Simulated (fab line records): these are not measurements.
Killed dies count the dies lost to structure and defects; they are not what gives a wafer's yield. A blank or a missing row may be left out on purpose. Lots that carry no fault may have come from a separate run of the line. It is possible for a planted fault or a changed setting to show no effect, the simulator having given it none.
fab line records | flow nand-harc
record lots=6 | wafers=18 | last-day=28
route steps=1302 shown P_CONTACT@249 P_M0@253
lots that met no fault: from a run of the same line without faults
start-h: hours from the record's opening day to when the first of the lot's shown wafers began | wait-h: hours elapsed since this lot's preceding step | " as in the row above | L1.1+2: one row covering several wafers at once | - no value, or no start given | * or withheld: withheld | < > ~ a bound
route shown NAME@n: NAME is a module with steps in the file, n the number in the route of the first one | usual: mean/standard deviation of fault-free wafers | same: alike in all rows | chamber/n: place in a boat | sites: each site's reading | _std_site: standard deviation across them | _edge_site: the outer-site mean with the inner-site mean subtracted | radius-mm: how far each site lies from the wafer's centre | mask NAME#n: copy n | behind: the tool/chamber that last shaped the wafer | hold: why the lot was held/for how many hours/how that ended | device: names the non-switching transistor (n, p or np) | end of line: the route-end tests of the same wafers | where a step has no rows: the recipe by itself | killed: dies that structure and defects cost at the first sort, which is not the same as the wafer's yield | map: a wafer's dies, x killed, . not, _ none there
set.NAME: the setting as run; set.NAME@STEP: as run at that earlier step | model.NAME: the simulator's own value behind a step, which no gauge read
certain route steps with their lots: each step a table, each wafer a row
services: from which hour (start-h, from the record's first day; less than 0 if before it) a tool's chamber was out of use, for how many hours, and why
## steps
# step NHARC_P_CONTACT_CMP_24
# recipe t-overpolish-s=30 | target-thk-nm=200
# usual motor-current-A=11.5/0.94 | overpolish-run-s=29.999/0.0087 | retaining-ring-pressure-frac=1.000/0.0049 | time-to-endpoint-s=39.8/3
# same t-overpolish-s=30
lot.wafer | tool   | chamber | start-h | wait-h | motor-current-A | overpolish-run-s | retaining-ring-pressure-frac | time-to-endpoint-s
L537.2    | cmp-01 | 3       | 120.82  | 0.7    | 10.5            | 30.007           | 0.999                        | 36.9
L537.6    | "      | 0       | "       | "      | 11.8            | 30.013           | 1.006                        | 39.5
L537.5    | "      | 1       | "       | "      | 10.4            | 30.009           | 0.998                        | 42.5
L538.4    | cmp-04 | 3       | 138.92  | 0.3    | 10.6            | 30.007           | 1.003                        | 40.8
L538.2    | "      | 2       | "       | "      | 11.4            | 30.013           | 1.017                        | 41.1
L538.6    | "      | 3       | "       | "      | 10.2            | 30.001           | 1.001                        | 38.6
L543.3    | cmp-04 | 2       | 182.66  | 0.3    | 11.5            | 30.007           | 0.988                        | 37.4
L543.2    | "      | 1       | "       | "      | 12.3            | 30.009           | 0.997                        | 38.2
L543.6    | "      | 3       | "       | "      | 10.7            | 29.997           | 1.005                        | 36.5
L548.4    | cmp-03 | 0       | 229.14  | 0.4    | 12.5            | 29.990           | 0.994                        | 40.5
L548.3    | "      | 1       | "       | "      | 12.7            | 30.002           | 0.996                        | 42.3
L548.2    | "      | 2       | "       | "      | 12.4            | 30.001           | 1.001                        | 35.5
L559.4    | cmp-01 | 2       | 346.69  | 0.4    | 11.1            | 29.999           | 1.000                        | 39.3
L559.2    | "      | 3       | "       | "      | 10.2            | 30.017           | 0.995                        | 36.8
L559.5    | "      | 0       | "       | "      | 11.9            | 29.997           | 1.003                        | 37.1
L560.2    | cmp-01 | 0       | 359.99  | 0.5    | 11.6            | 29.985           | 0.994                        | 39.8
L560.3    | "      | 3       | "       | "      | 10.2            | 29.998           | 0.996                        | 40.1
L560.6    | "      | 1       | "       | "      | 10.3            | 29.997           | 0.998                        | 40.8
# step NHARC_P_CONTACT_SRD_26
# step NHARC_P_CONTACT_INSPECT_27
# usual raw-defect-count=299/200
lot.wafer | tool              | chamber | start-h | wait-h | raw-defect-count
L537.2    | defect-inspect-02 | -       | 121.14  | 0.1    | 1149
L537.5    | "                 | -       | "       | "      | 1228
L537.6    | "                 | -       | "       | "      | 884
L538.2    | defect-inspect-01 | -       | 139.32  | 0.1    | 157
L538.4    | "                 | -       | "       | "      | 291
L538.6    | "                 | -       | "       | "      | 209
L543.2    | defect-inspect-02 | -       | 183.06  | 0.1    | 529
L543.3    | "                 | -       | "       | "      | 367
L543.6    | "                 | -       | "       | "      | 429
L548.2    | defect-inspect-01 | -       | 229.55  | 0.1    | 231
L548.3    | "                 | -       | "       | "      | 250
L548.4    | "                 | -       | "       | "      | 272
L559.2    | defect-inspect-01 | -       | 347.04  | 0.1    | 140
L559.4    | "                 | -       | "       | "      | 149
L559.5    | "                 | -       | "       | "      | 197
L560.2    | defect-inspect-01 | -       | 360.39  | 0.1    | 629
L560.3    | "                 | -       | "       | "      | 348
L560.6    | "                 | -       | "       | "      | 571
# step NHARC_P_M0_DEP_00
# recipe target-thk-a=1500 | target-thk-nm=150 | temp-c=withheld | pressure-torr=5 | flow-sccm=200 | rf-w=600 | material=SiOC
# step NHARC_P_M0_DEHYDRATE_01
# recipe temp-c=150 | time-s=120
# step NHARC_P_M0_HMDS_02
# recipe time-s=30
# step NHARC_P_M0_COAT_33
# recipe temp-c=200 | time-s=65
# step NHARC_P_M0_COAT_03
# recipe spin-rpm=1500 | resist-thk-nm=90
# step NHARC_P_M0_SOFTBAKE_04
# recipe temp-c=105 | time-s=55
# step NHARC_P_M0_EBR_05
# step NHARC_P_M0_EXPOSE_06
# recipe na=1.35 | target-cd-nm=90 | dose-mj=81.28 | mask-id=P_M0
# step NHARC_P_M0_PEB_07
# recipe peb-temp-c=100 | peb-time-s=65
# usual heater-power-total-W=156.7/0.43 | plate-temp-C=100.00/0.14
lot.wafer | tool           | chamber | start-h | wait-h | heater-power-total-W | plate-temp-C
L537.2    | litho-track-04 | 0       | 121.97  | 0.1    | 156.8                | 99.88
L537.5    | "              | 0       | "       | "      | 157.1                | 99.83
L537.6    | "              | 0       | "       | "      | 157.2                | 100.12
L538.2    | litho-track-01 | 0       | 140.14  | 0.1    | 156.4                | 100.00
L538.4    | "              | 0       | "       | "      | 156.6                | 100.01
L538.6    | "              | 0       | "       | "      | 156.9                | 100.04
L543.2    | litho-track-04 | 0       | 183.76  | 0.1    | 157.1                | 99.91
L543.3    | "              | 0       | "       | "      | 156.7                | 100.04
L543.6    | "              | 0       | "       | "      | 156.1                | 99.90
L548.2    | litho-track-06 | 0       | 230.37  | 0.1    | 156.0                | 99.88
L548.3    | "              | 0       | "       | "      | 156.0                | 100.19
L548.4    | "              | 0       | "       | "      | 156.3                | 99.94
L559.2    | litho-track-06 | 0       | 347.87  | 0.1    | 147.2                | 95.93
L559.4    | "              | 0       | "       | "      | 147.7                | 95.80
L559.5    | "              | 0       | "       | "      | 148.4                | 95.74
L560.2    | litho-track-06 | 0       | 361.22  | 0.1    | 148.0                | 96.17
L560.3    | "              | 0       | "       | "      | 147.9                | 96.01
L560.6    | "              | 0       | "       | "      | 147.5                | 96.05
# step NHARC_P_M0_DEVELOP_08
# recipe develop-time-s=35 | dev-temp-c=23
## services
tool           | chamber | start-h | hours | kind
cmp-03         | -       | 97.43   | 6.8   | repair
cmp-03         | -       | 108.72  | 0.9   | repair
cmp-04         | -       | 111.00  | 4.0   | pm
cmp-04         | -       | 119.51  | 0.6   | repair
cmp-04         | -       | 124.55  | 0.5   | repair
cmp-03         | -       | 130.15  | 1.5   | repair
cmp-04         | -       | 133.65  | 0.3   | repair
litho-track-01 | -       | 155.00  | 7.0   | pm
cmp-03         | -       | 162.00  | 4.0   | pm
litho-track-06 | -       | 179.00  | 7.0   | pm
cmp-01         | -       | 189.77  | 4.0   | pm
litho-track-04 | -       | 203.00  | 7.0   | pm
cmp-04         | -       | 209.00  | 4.0   | pm
cmp-01         | -       | 254.32  | 4.8   | repair
cmp-03         | -       | 260.06  | 4.0   | pm
cmp-01         | -       | 264.11  | 0.5   | repair
cmp-04         | -       | 265.00  | 1.0   | repair
cmp-04         | -       | 267.25  | 0.5   | repair
cmp-04         | -       | 275.69  | 1.5   | repair
cmp-01         | -       | 287.77  | 4.0   | pm
cmp-04         | -       | 307.00  | 4.0   | pm
litho-track-01 | -       | 330.00  | 7.0   | pm
litho-track-06 | -       | 354.00  | 7.0   | pm
cmp-04         | -       | 358.14  | 1.1   | repair
## key
first-sign step=NHARC_P_M0_PEB_07 | reading=plate-temp-C | direction=down | sigmas=28 | usual=* | struck=*
effect step=NHARC_P_M0_PEB_07 | reading=heater-power-total-W | direction=down | sigmas=21 | usual=* | struck=*
met-at NHARC_P_M0_PEB_07
struck-wafers L559.2,L559.4,L559.5,L560.2,L560.3,L560.6
later-rows-left-out L559.2,L559.4,L559.5,L560.2,L560.3,L560.6
sort-left-out L559.2,L559.4,L559.5,L560.2,L560.3,L560.6
onset-between 230.37 347.87
fault kind=process-parameter-drift | tool=litho-track-06 | chamber=- | onset-h=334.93 | steps=NHARC_P_M0_PEB_07 | channel=peb-temp-c | offset=* | shape=step | end-h=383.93 | acts-in=* | stated=*
# sort-left-out: the simulated sort isn't trusted on such a fault, so these wafers' sort isn't shown, and their yield isn't known
# later-rows-left-out: the simulator's readings of these wafers behind a module that went badly wrong aren't trusted and aren't shown, but for the sort
